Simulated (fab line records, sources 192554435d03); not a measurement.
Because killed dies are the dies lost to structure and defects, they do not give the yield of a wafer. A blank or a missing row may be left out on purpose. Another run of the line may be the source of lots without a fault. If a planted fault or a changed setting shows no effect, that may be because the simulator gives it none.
Matching of chambers :: flow n5 finfet :: 4 sister chambers for N5_BEOL_M9_ETCH_62 on rie diel-03
The step etches SOC in N2/H2, target depth 110 nm, overetch 22 nm, time 165 s. 4 wafers are shown with their chamber, then 9 later ones without.

== WAFERS PAIRED WITH THEIR CHAMBERS ==
wafer: L079.3
chamber: 3
drypump motor current A (A): 5.5

wafer: L085.2
chamber: 2
drypump motor current A (A): 6.6

wafer: L085.5
chamber: 0
drypump motor current A (A): 5.7

wafer: L085.6
chamber: 1
drypump motor current A (A): 4.9

== WAFERS WITH NO CHAMBER GIVEN ==
wafer: L090.3
drypump motor current A (A): 5.4

wafer: L090.5
drypump motor current A (A): 5.7

wafer: L090.6
drypump motor current A (A): 5.4

wafer: L092.1
drypump motor current A (A): 4.9

wafer: L092.3
drypump motor current A (A): 5.4

wafer: L092.6
drypump motor current A (A): 6.6

wafer: L093.2
drypump motor current A (A): 6.6

wafer: L093.4
drypump motor current A (A): 4.9

wafer: L093.6
drypump motor current A (A): 5.4

== EACH ONE'S CHAMBER ==
wafer: L090.3
from the rows above: 3
in truth: 3

wafer: L090.5
from the rows above: 0
in truth: 0

wafer: L090.6
from the rows above: 3
in truth: 3

wafer: L092.1
from the rows above: 1
in truth: 1

wafer: L092.3
from the rows above: 3
in truth: 3

wafer: L092.6
from the rows above: 2
in truth: 2

wafer: L093.2
from the rows above: 2
in truth: 2

wafer: L093.4
from the rows above: 1
in truth: 1

wafer: L093.6
from the rows above: 3
in truth: 3
Correct placement for 9 of the 9. Can't be placed from these rows: 0. Placed wrongly: 0.
How it was worked out, from the rows above alone: a wafer's distance from a chamber is the root of the sum, over the readings, of the square of ((its reading less the chamber's mean) divided by the reading's scatter). If the next closest chamber is less than 2 further off than the closest, the wafer can't be placed; otherwise it belongs to the closest. Each chamber's mean is taken over the wafers shown for it. The scatter (one wafer shown for each chamber): square how far every hidden wafer sits from the nearest shown wafer, average those squares and take the square root.
